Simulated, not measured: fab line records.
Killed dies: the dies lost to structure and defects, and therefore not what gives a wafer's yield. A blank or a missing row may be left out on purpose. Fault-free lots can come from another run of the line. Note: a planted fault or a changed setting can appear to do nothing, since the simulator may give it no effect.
The same fault as seen by 2 desks / flow n5_finfet / what lay behind the numbers comes last; until then each desk has only its own

== AT THE METROLOGY DESK ==
Means of the sampled wafers that have a number, per lot and without regard to the tool the lot ran on: this is what the gauges read. A lot is out of limits, marked OUT, if its mean lies more than 4 standard deviations from the usual mean; the brackets give that distance. Readings shown: 7 of its 10, picked as those furthest out on some lot.
Columns: A = DIBL_P at N5_BEOL_M4_RC_MEAS_101, usual 35.6 mV/V; B = IOFF_N at N5_BEOL_M4_RC_MEAS_101, usual 0.148 nA/um; C = IOFF_P at N5_BEOL_M4_RC_MEAS_101, usual 0.20 nA/um; D = ION_N at N5_BEOL_M4_RC_MEAS_101, usual 672 uA/um; E = ION_P at N5_BEOL_M4_RC_MEAS_101, usual 462 uA/um; F = SS_P at N5_BEOL_M4_RC_MEAS_101, usual 73.1 mV/dec; G = VT_P at N5_BEOL_M4_RC_MEAS_101, usual -251 mV
lot=L337; first seen here=day 8 02:58; A=37.6; B=0.151; C=0.21; D=664; E=459; F=73.3; G=-248
lot=L341; first seen here=day 9 04:34; A=36.6; B=0.159; C=0.20; D=684; E=463; F=73.6; G=-252
lot=L343; first seen here=day 9 10:25; A=36.6; B=0.181; C=0.25; D=688; E=475; F=73.1; G=-244
lot=L345; first seen here=day 10 02:16; A=34.9; B=0.131; C=0.20; D=672; E=464; F=72.9; G=-248
lot=L354; first seen here=day 12 03:19; A=36.8; B=0.158; C=0.20; D=675; E=461; F=73.3; G=-252
lot=L355; first seen here=day 12 09:55; A=35.7; B=0.148; C=0.18; D=679; E=456; F=73.1; G=-254
lot=L356; first seen here=day 12 19:14; A=35.0; B=0.174; C=0.18; D=672; E=452; F=73.6; G=-253
lot=L357; first seen here=day 13 02:19; A=40.2; B=0.188; C=0.25; D=681; E=466; F=74.1; G=-248
lot=L359; first seen here=day 13 22:43; A=35.0; B=0.157; C=0.20; D=684; E=470; F=72.7; G=-248
Finding of this desk: none of the 9 lots has anything out of limits.

== TOOL OWNER'S DESK, ald_metal-01 ==
The tool's own readings at N5_HKMG_FIN_ALD_71 (deposits TiN, target thk 1 nm, pulse time 1 s, purge time 3 s): means of the sampled wafers that have a number, for each lot that ran on this tool. A lot is out of limits, marked OUT, if its mean lies more than 4 standard deviations from the usual mean; the brackets give that distance.
Columns: A = heater_power_w at N5_HKMG_FIN_ALD_71, usual 872 W; B = precursor_pulse_height_rel at N5_HKMG_FIN_ALD_71, usual 1.001; C = susceptor_temp_C at N5_HKMG_FIN_ALD_71, usual 400.01 C
lot=L337; first seen here=day 4 17:08; A=879; B=0.999; C=399.83
lot=L341; first seen here=day 5 14:13; A=878; B=1.017; C=399.90
lot=L343; first seen here=day 6 01:52; A=816; B=1.021; C=403.90 (+16) OUT
lot=L345; first seen here=day 6 12:14; A=817; B=0.998; C=403.90 (+16) OUT
lot=L354; first seen here=day 8 18:47; A=815; B=1.004; C=400.06
lot=L356; first seen here=day 9 10:02; A=792; B=0.995; C=400.33
This desk finds L343, L345 out of limits, L343 being first, at day 6 01:52 (susceptor_temp_C at N5_HKMG_FIN_ALD_71). Within limits: L337, L341, L354, L356.

== PUT TOGETHER ==
The tool owner's desk could have raised an alarm at day 6 01:52, on L343, L345.
Metrology desk: nothing out of limits seen.
The metrology desk holds a record of L343, L345, inside its limits.
Of the lots named, all ran N5_HKMG_FIN_ALD_71 on ald_metal-01.

== WHAT HAD BEEN PUT IN BY THE SIMULATOR ==
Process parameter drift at N5_HKMG_FIN_ALD_71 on ald_metal-01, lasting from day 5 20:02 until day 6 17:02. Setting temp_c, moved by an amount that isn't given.
Struck lots among those shown: L343, L345.
Delay in hours, fault start to first out-of-limits reading, by desk: the tool owner's desk at 6.
